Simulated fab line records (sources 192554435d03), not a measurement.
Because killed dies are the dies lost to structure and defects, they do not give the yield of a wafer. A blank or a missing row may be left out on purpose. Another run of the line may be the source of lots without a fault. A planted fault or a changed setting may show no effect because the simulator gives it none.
Matching of chambers	flow n5_finfet	N5_ILD0_ALD_15 on ald_sin-02: 4 sister chambers
The step deposits SiNx, target thk 24 nm, pulse time 1 s, ald cycles 480. 20 wafers are shown with their chamber, then 10 later ones without.

WAFERS PAIRED WITH THEIR CHAMBERS
wafer	chamber	heater_power_w (W)	precursor_pulse_height_rel
L074.2	0	848	0.976
L074.4	3	763	1.016
L074.6	1	988	0.967
L075.2	0	833	0.983
L075.5	2	836	0.966
L075.6	3	783	1.030
L077.1	1	1001	1.019
L077.2	3	798	1.023
L077.5	0	843	0.957
L080.2	2	817	1.014
L080.4	0	811	0.986
L080.5	3	786	1.040
L083.3	2	801	0.979
L083.4	0	822	0.986
L083.6	3	802	0.997
L086.2	2	837	1.008
L086.3	1	1017	1.002
L086.6	2	812	0.991
L090.2	3	778	0.990
L090.4	2	815	0.981

SIGNATURES, as means of the wafers listed above
reading	chamber 0	chamber 1	chamber 2	chamber 3	scatter within a chamber
heater_power_w	831.40	1002.00	819.67	785.00	14.4
precursor_pulse_height_rel	0.97760	0.99600	0.98983	1.01600	0.0186
Rule: a wafer's distance from a chamber is the root of the sum, over the readings, of the square of ((its reading less the chamber's mean) divided by the reading's scatter). If the next closest chamber is less than 2 further off than the closest, the wafer can't be placed; otherwise it belongs to the closest. The scatter: take each reading less its chamber's mean, square it, sum over the shown wafers, divide by the number of wafers less the number of chambers, and take the root.

WAFERS MISSING THEIR CHAMBER
wafer	heater_power_w (W)	precursor_pulse_height_rel
L090.6	1030	0.965
L092.1	821	1.046
L092.3	781	1.000
L092.4	999	1.003
L094.1	819	0.986
L094.4	984	1.024
L094.6	783	1.003
L095.2	788	0.974
L095.5	1017	1.008
L095.6	832	0.991

WHICH CHAMBER EACH WENT THROUGH
wafer	from the rows above	in truth
L090.6	1	1
L092.1	can't be placed: 3 or 2 or 0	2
L092.3	can't be placed: 3 or 2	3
L092.4	1	1
L094.1	can't be placed: 2 or 0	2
L094.4	1	1
L094.6	can't be placed: 3 or 2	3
L095.2	can't be placed: 3 or 2 or 0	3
L095.5	1	1
L095.6	can't be placed: 0 or 2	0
Correctly placed: 4 of 10. From these rows, 6 cannot be placed; in 6 the true chamber is one of the candidates. 0 placed wrongly.
